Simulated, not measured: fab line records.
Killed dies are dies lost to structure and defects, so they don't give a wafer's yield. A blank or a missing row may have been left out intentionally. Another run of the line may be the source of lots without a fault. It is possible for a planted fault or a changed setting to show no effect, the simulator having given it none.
Which of the tools did it? + flow nand-harc + 13 lots, 39 wafers sampled, at 5 steps of a route of 1302

## WHAT THE GAUGES READ, wafer by wafer
NHARC_P_STI_CD_MEAS_09: the cd target is 200 nm.
| lot  | measured     | on        | cd-nm (nm)        |
|------|--------------|-----------|-------------------|
| L984 | day 2 20:16  | cd-sem-02 | 198.6 200.1 198.7 |
| L986 | day 3 15:53  | cd-sem-03 | 199.2 200.4 200.2 |
| L987 | day 4 01:38  | cd-sem-03 | 198.8 200.8 197.6 |
| L988 | day 4 12:22  | cd-sem-02 | 196.6 199.3 197.9 |
| L990 | day 5 07:20  | cd-sem-02 | 200.4 198.2 201.4 |
| L993 | day 6 15:09  | cd-sem-02 | 200.2 198.7 199.0 |
| L999 | day 9 02:57  | cd-sem-03 | 199.9 199.3 202.1 |
| L103 | day 10 18:28 | cd-sem-03 | 197.4 198.3 198.2 |
| L104 | day 11 04:29 | cd-sem-01 | 199.0 201.0 199.7 |
| L105 | day 11 14:24 | cd-sem-02 | 199.6 200.6 203.3 |
| L106 | day 12 01:10 | cd-sem-03 | 200.9 200.1 199.9 |

NHARC_END_SORT_01.
| lot  | measured     | on        | killed-at-array | killed-at-other | killed-at-periphery | killed-dies | killed-open | killed-short |
|------|--------------|-----------|-----------------|-----------------|---------------------|-------------|-------------|--------------|
| L996 | day 29 20:18 | prober-02 | 56 65 51        | 0 0 2           | 621 612 624         | 677 677 677 | 1 1 4       | 2 4 0        |
| L997 | day 30 16:21 | prober-01 | 40 33 42        | 0 0 0           | 637 644 635         | 677 677 677 | 6 2 3       | 4 2 3        |

## WHICH TOOL RAN EACH LOT (tool, then ch and the chambers of the sampled wafers, then the start)
| lot  | NHARC_P_ZERO_WELL_IMPLANT_55    | NHARC_P_STI_ETCH_42                | NHARC_P_GATE_DEP_103            |
|------|---------------------------------|------------------------------------|---------------------------------|
| L984 | implanter-02 ch 0, day 2 02:14  | rie-diel-08 ch 0,2,3, day 2 20:37  | pecvd-03 ch 0,2, day 5 05:01    |
| L986 | implanter-01 ch 0, day 2 21:51  | rie-diel-13 ch 0,2,3, day 3 16:14  | pecvd-03 ch 0,1, day 5 15:38    |
| L987 | implanter-01 ch 0, day 3 08:10  | rie-diel-05 ch 1,2, day 4 01:59    | pecvd-04 ch 0,1,2, day 6 07:40  |
| L988 | implanter-02 ch 0, day 3 17:59  | rie-diel-08 ch 0,1,2, day 4 12:43  | pecvd-02 ch 1,2, day 6 21:54    |
| L990 | implanter-02 ch 0, day 4 14:13  | rie-diel-08 ch 0,2, day 5 07:41    | pecvd-02 ch 0,1,2, day 7 13:08  |
| L993 | implanter-02 ch 0, day 5 20:11  | rie-diel-13 ch 1,2, day 6 15:29    | pecvd-04 ch 0,1, day 8 19:09    |
| L996 | implanter-01, day 7 02:02       | -                                  | -                               |
| L997 | implanter-01, day 7 12:14       | -                                  | -                               |
| L999 | implanter-01 ch 0, day 8 08:20  | rie-diel-13 ch 1,2,3, day 9 03:17  | pecvd-04 ch 0,1, day 11 05:08   |
| L103 | implanter-01 ch 0, day 9 23:56  | rie-diel-08 ch 0,2,3, day 10 18:48 | pecvd-02 ch 1,2, day 13 02:52   |
| L104 | implanter-01 ch 0, day 10 11:55 | rie-diel-13 ch 0,1,3, day 11 04:50 | pecvd-02 ch 0,1,2, day 13 07:11 |
| L105 | implanter-02 ch 0, day 10 20:01 | rie-diel-05 ch 0,1, day 11 14:45   | pecvd-04 ch 1,2, day 13 15:46   |
| L106 | implanter-02 ch 0, day 11 06:04 | rie-diel-05 ch 0,1, day 12 01:31   | pecvd-02 ch 0,1, day 14 09:06   |
- NHARC_P_ZERO_WELL_IMPLANT_55
- NHARC_P_STI_ETCH_42: etches the open film in N2/H2, target depth 80 nm, overetch 24 nm, time 61 s.
- NHARC_P_GATE_DEP_103: deposits SiON, target thk 30 nm.

## AS READ BY THE TOOLS THEMSELVES (means over the sampled wafers that have a number; for cases with no such wafer, the mark the record gives instead)
NHARC_P_ZERO_WELL_IMPLANT_55.
| lot  | tool         | beam-energy-keV | beam-on-s (s) |
|------|--------------|-----------------|---------------|
| L984 | implanter-02 | 180.01          | 9.99          |
| L986 | implanter-01 | 180.06          | 10.16         |
| L987 | implanter-01 | 180.04          | 10.01         |
| L988 | implanter-02 | 179.99          | 9.89          |
| L990 | implanter-02 | 179.95          | 9.97          |
| L993 | implanter-02 | 180.01          | 10.10         |
| L996 | implanter-01 | -               | -             |
| L997 | implanter-01 | -               | -             |
| L999 | implanter-01 | 180.01          | 9.96          |
| L103 | implanter-01 | 180.01          | 9.93          |
| L104 | implanter-01 | 179.98          | 10.06         |
| L105 | implanter-02 | 179.96          | 10.04         |
| L106 | implanter-02 | 180.09          | 9.99          |

NHARC_P_STI_ETCH_42.
| lot  | tool        | drypump-motor-current-A (A) | oes-product-au (a.u.) | rf-vpp-V (V) | showerhead-plenum-p-Torr (Torr) | throttle-valve-pct (%) |
|------|-------------|-----------------------------|-----------------------|--------------|---------------------------------|------------------------|
| L984 | rie-diel-08 | 5.9                         | 1.000                 | 431.9        | 2.09                            | 14.167                 |
| L986 | rie-diel-13 | 5.8                         | 0.997                 | 429.9        | 2.01                            | 14.173                 |
| L987 | rie-diel-05 | 5.9                         | 1.006                 | 427.3        | 1.94                            | 14.170                 |
| L988 | rie-diel-08 | 6.1                         | 1.005                 | 431.4        | 2.07                            | 14.177                 |
| L990 | rie-diel-08 | 6.2                         | 1.004                 | 432.1        | 2.10                            | 14.171                 |
| L993 | rie-diel-13 | 5.4                         | 0.994                 | 429.0        | 1.96                            | 14.177                 |
| L999 | rie-diel-13 | 5.4                         | 0.996                 | 430.0        | 2.02                            | 14.182                 |
| L103 | rie-diel-08 | 5.9                         | 0.993                 | 431.5        | 2.08                            | 14.173                 |
| L104 | rie-diel-13 | 5.6                         | 0.996                 | 430.0        | 2.03                            | 14.169                 |
| L105 | rie-diel-05 | 5.8                         | 0.999                 | 427.6        | 1.93                            | 14.174                 |
| L106 | rie-diel-05 | 5.9                         | 0.994                 | 427.6        | 1.93                            | 14.170                 |

NHARC_P_GATE_DEP_103.
| lot  | tool     | heater-power-w (W) | susceptor-temp-C (C) |
|------|----------|--------------------|----------------------|
| L984 | pecvd-03 | 782                | 400.25               |
| L986 | pecvd-03 | 846                | 399.98               |
| L987 | pecvd-04 | 681                | 399.84               |
| L988 | pecvd-02 | 812                | 400.06               |
| L990 | pecvd-02 | 813                | 400.02               |
| L993 | pecvd-04 | 797                | 400.24               |
| L999 | pecvd-04 | 762                | 400.05               |
| L103 | pecvd-02 | 869                | 400.03               |
| L104 | pecvd-02 | 849                | 400.05               |
| L105 | pecvd-04 | 645                | 399.99               |
| L106 | pecvd-02 | 836                | 399.94               |

## THE ANSWER, worked out from the rows above alone
Rule: usual is defined by the lots themselves. Put in order of their means at a reading, lots are off if they are a third of the lots or fewer, leave a main group of 4 or more, and stand apart from it by a gap of 3 or more times the standard deviation of the main group's means; of several such gaps the widest counts. If all means in a main group match to the digits the tables above print for the reading, that group is not used. A lot without any number at a reading at which 4 lots or more have one is off too. Where the step has rows for the other lots, those lots are counted as sound. First the gauges in route order, then the tools' own readings, where a lot's mean is used as printed above. At the first step where some lot is off, the reading lying furthest off is the one used; lots without a number count as furthest.
Off, at NHARC_P_ZERO_WELL_IMPLANT_55 on beam-energy-keV: L996, L997. Without a number there: L996, L997. Main group: mean 180.01, sd 0.04.
A tool fits if, at that step or a process step before it, it ran every lot that is off, and no sound lot after the first of them. Of those tried, none fits.

## WHAT WAS PUT IN BY THE SIMULATOR
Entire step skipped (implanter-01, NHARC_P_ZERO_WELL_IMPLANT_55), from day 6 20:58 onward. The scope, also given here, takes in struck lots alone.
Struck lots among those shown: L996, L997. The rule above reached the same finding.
